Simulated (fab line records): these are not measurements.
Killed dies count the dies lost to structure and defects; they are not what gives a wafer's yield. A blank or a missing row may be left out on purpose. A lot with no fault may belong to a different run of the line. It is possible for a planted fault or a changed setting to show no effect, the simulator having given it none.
A struck lot beside a sound one | flow nand-harc | 40 steps out of a route of 1302
Sound: wafers L490.2, L490.3, L490.6. Struck: wafers L502.3, L502.6 (left out: L502.1, a lot-mate that was not struck); the cause follows at the end.
Order at every step that has rows: each side's tool, ch and its chambers, its first start. Under that, the readings that differ: sound wafers | struck wafers | difference of the means | sigmas: that difference in standard deviations of wafers without a fault.
alike: readings with means less than 2 such deviations apart, plus words and numbers identical on both sides. not compared: withheld readings, readings lacking a value on some wafer, bounds such as >300 that could conceal the same value, and numbers that have no deviation in the record and whose values overlap.
Wherever a step has rows on one side only, a row that says differs or no value, or a row with sigmas, the two part there. Non-overlapping numbers with no deviation appear without sigmas and do not part them. A reading missing from all wafers of one side parts the sides only when that side holds two or more wafers.

NHARC_A_BONDPAD_THK_MEAS_20: measures by xrf.
  struck on film-metro-02, day 30 21:55; sound on film-metro-02, day 24 21:41
  alike: thk-nm
then, 1 step without rows for these wafers: NHARC_A_BONDPAD_SRD_21 (time 30 s, dry time 20 s).
NHARC_A_BONDPAD_INSPECT_23:
  struck on defect-inspect-02, day 30 22:08; sound on defect-inspect-01, day 24 21:54
  alike: raw-defect-count
then, 5 steps without rows for these wafers: NHARC_HYBRID_BOND_ACTIVATE_00 (chemistry N2, time 60 s); NHARC_HYBRID_BOND_PRECLEAN_01 (cleans in DIW, time 300 s); NHARC_HYBRID_BOND_SRD_02 (time 30 s, dry time 20 s); NHARC_HYBRID_BOND_BOND_03; NHARC_HYBRID_BOND_ANNEAL_04 (time 7200 s).
NHARC_HYBRID_BOND_OVL_MEAS_05:
  struck on overlay-02, day 31 04:58; sound on overlay-01, day 25 08:10
  alike: overlay-x-nm, overlay-y-nm
NHARC_HYBRID_BOND_INSPECT_06: inspects for defects (ir void).
  struck on defect-inspect-01, day 31 05:01; sound on defect-inspect-01, day 25 08:13
  alike: raw-defect-count
NHARC_THIN_TSV_GRIND_00:
  sound on grinder-01 ch 0, day 25 09:46; struck on grinder-01 ch 0, day 31 06:22
  alike: motor-current-A
then, 13 steps without rows for these wafers: NHARC_THIN_TSV_CMP_01 (polishes); NHARC_THIN_TSV_SRD_03; NHARC_THIN_TSV_PRECLEAN_41 (cleans in SC1); NHARC_THIN_TSV_SRD_42; NHARC_THIN_TSV_DEP_43 (deposits SiO2, target thk 1328.5 nm); NHARC_THIN_TSV_DEHYDRATE_04 (time 120 s); NHARC_THIN_TSV_HMDS_05 (time 30 s); NHARC_THIN_TSV_COAT_06; NHARC_THIN_TSV_SOFTBAKE_07 (time 95 s); NHARC_THIN_TSV_EBR_08; NHARC_THIN_TSV_EXPOSE_09 (exposes mask TSV); NHARC_THIN_TSV_PEB_10 (peb time 85 s); NHARC_THIN_TSV_DEVELOP_11 (time 70 s).
NHARC_THIN_TSV_CD_MEAS_12: target cd 1000 nm.
  sound on cd-sem-02 ch 0, day 25 12:17; struck on cd-sem-03 ch 0, day 31 08:46
  alike: cd-nm
then, 2 steps without rows for these wafers: NHARC_THIN_TSV_HARDBAKE_13 (time 80 s); NHARC_THIN_TSV_DESCUM_14 (chemistry O2, time 3 s).
NHARC_THIN_TSV_ETCH_44: etches the open film in CF4/O2, target depth 1594.2 nm, time 797.1 s.
  sound on rie-diel-08 ch 0,2,3, day 25 12:39; struck on rie-diel-05 ch 2,3, day 31 09:01
  alike: drypump-motor-current-A, oes-product-au, rf-vpp-V, showerhead-plenum-p-Torr, throttle-valve-pct
  not compared: rf-hours-counter-h
NHARC_THIN_TSV_ETCH_15: target depth 3000 nm, bosch target overetch cycles 2, bosch etch step 2.8 s.
  sound on rie-si-05 ch 1,2, day 25 13:07; struck on rie-si-05 ch 0,1, day 31 09:35
  alike: drypump-motor-current-A
  not compared: rf-hours-counter-h
NHARC_THIN_TSV_CD_MEAS_16:
  struck on cd-sem-03, day 31 09:44; sound on cd-sem-03, day 25 13:15
  alike: cd-nm
then, 3 steps without rows for these wafers: NHARC_THIN_TSV_STRIP_45 (strips in O2); NHARC_THIN_TSV_STRIP_46 (strips in post etch residue remover, time 1200 s); NHARC_THIN_TSV_DEP_47 (deposits SiO2, target thk 200 nm).
NHARC_THIN_TSV_ETCHBACK_48: etches the open film in C4F8/Ar, target depth 1028.5 nm, time 405.17 s.
  sound on rie-diel-11 ch 1,2, day 25 14:40; struck on rie-diel-08 ch 1,2, day 31 11:01
  reading               | sound          | struck    | difference | sigmas
  oes-product-au (a.u.) | 0.92 0.93 0.91 | 1.00 1.00 | +0.08      | +2
  alike: rf-vpp-V
  not compared: rf-hours-counter-h
NHARC_THIN_TSV_STRIP_62: strips in N2/H2, time 20 s.
  sound on plasma-asher-01 ch 0,1, day 25 15:07; struck on plasma-asher-01 ch 0,1, day 31 11:22
  alike: drypump-motor-current-A, heater-power-w
  not compared: rf-hours-counter-h
then, 1 step without rows for these wafers: NHARC_THIN_TSV_DEGAS_49 (time 120 s).
NHARC_THIN_TSV_PRE_CLEAN_50: time 30 s.
  sound on pvd-sputter-02; struck on pvd-sputter-02
  alike: heater-power-w
then, 2 steps without rows for these wafers: NHARC_THIN_TSV_PVD_19 (deposits TaN, target thk 20 nm); NHARC_THIN_TSV_PVD_51 (deposits Cu, target thk 100 nm).
NHARC_END_SORT_01:
  sound on prober-01 ch 0, day 26 03:17; struck on prober-01 ch 0, day 32 00:19
  reading                  | sound       | struck    | difference | sigmas
  defect-limited-yield (%) | 92 96 92    | 0 0       | -93        | -30
  killed-at-other          | 3 1 2       | 625 638   | +630       | +99 or more
  killed-dies              | 54 30 52    | 677 677   | +632       | +30
  sort_bin_2_pct (%)       | 2.1 1.5 2.7 | 94.2 96.6 | +93.3      | +72
  sort-n-pass              | 623 647 625 | 0 0       | -632       | -30
  sort-rim-yield-pct (%)   | 95 89 83    | 0 0       | -89        | -17
  sort-yield-pct (%)       | 92 96 92    | 0 0       | -93        | -30
  alike: killed-at-array, killed-at-periphery, killed-open, killed-short, sort_bin_3_pct, sort_bin_4_pct

## WHERE THEY PART
At NHARC_THIN_TSV_ETCHBACK_48 first; at NHARC_END_SORT_01 last (within this record only).

WHY: what had been put in by the simulator
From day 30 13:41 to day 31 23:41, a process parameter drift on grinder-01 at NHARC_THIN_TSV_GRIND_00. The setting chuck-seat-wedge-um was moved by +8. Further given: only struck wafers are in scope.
